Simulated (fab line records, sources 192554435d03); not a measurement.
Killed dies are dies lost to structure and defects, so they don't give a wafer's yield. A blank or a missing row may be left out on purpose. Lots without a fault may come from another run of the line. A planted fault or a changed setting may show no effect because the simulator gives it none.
Chamber matching | flow n5_finfet | N5_FIN_SAQP_DESCUM_21 on rie_diel-01: 4 sister chambers
The step chemistry O2, time 7.9 s. 8 wafers are shown with their chamber, then 7 later ones without.

WAFERS WITH THEIR CHAMBER
wafer  | chamber | drypump_motor_current_A (A) | showerhead_plenum_p_Torr (Torr)
L078.2 | 2       | 5.7                         | 2.07
L078.3 | 1       | 5.5                         | 2.13
L081.3 | 3       | 5.2                         | 2.07
L085.4 | 1       | 5.6                         | 2.13
L085.5 | 0       | 5.1                         | 2.07
L085.6 | 3       | 5.2                         | 2.06
L087.2 | 0       | 5.0                         | 2.07
L087.5 | 2       | 5.8                         | 2.07

WAFERS WITHOUT THEIR CHAMBER
wafer  | drypump_motor_current_A (A) | showerhead_plenum_p_Torr (Torr)
L087.6 | 5.1                         | 2.07
L090.3 | 5.1                         | 2.06
L090.4 | 5.2                         | 2.06
L090.6 | 5.1                         | 2.06
L095.2 | 5.2                         | 2.06
L095.3 | 5.8                         | 2.06
L095.5 | 5.2                         | 2.06

WHICH CHAMBER EACH WENT THROUGH
wafer  | from the rows above     | in truth
L087.6 | can't be placed: 0 or 3 | 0
L090.3 | can't be placed: 3 or 0 | 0
L090.4 | 3                       | 3
L090.6 | can't be placed: 3 or 0 | 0
L095.2 | 3                       | 3
L095.3 | 2                       | 2
L095.5 | 3                       | 3
Placed correctly: 4 of 7. Can't be placed from these rows: 3 (the true chamber is among the candidates in 3). Placed wrongly: 0.
How it was worked out, from the rows above alone: a wafer's distance from a chamber is the root of the sum, over the readings, of the square of ((its reading less the chamber's mean) divided by the reading's scatter). The wafer belongs to the nearest chamber; if the next one is less than 2 further off, it can't be placed. A chamber's mean is the mean of its shown wafers. The scatter: the root of (the sum of the squares of (reading less its chamber's mean) over the shown wafers, divided by (wafers less chambers)).
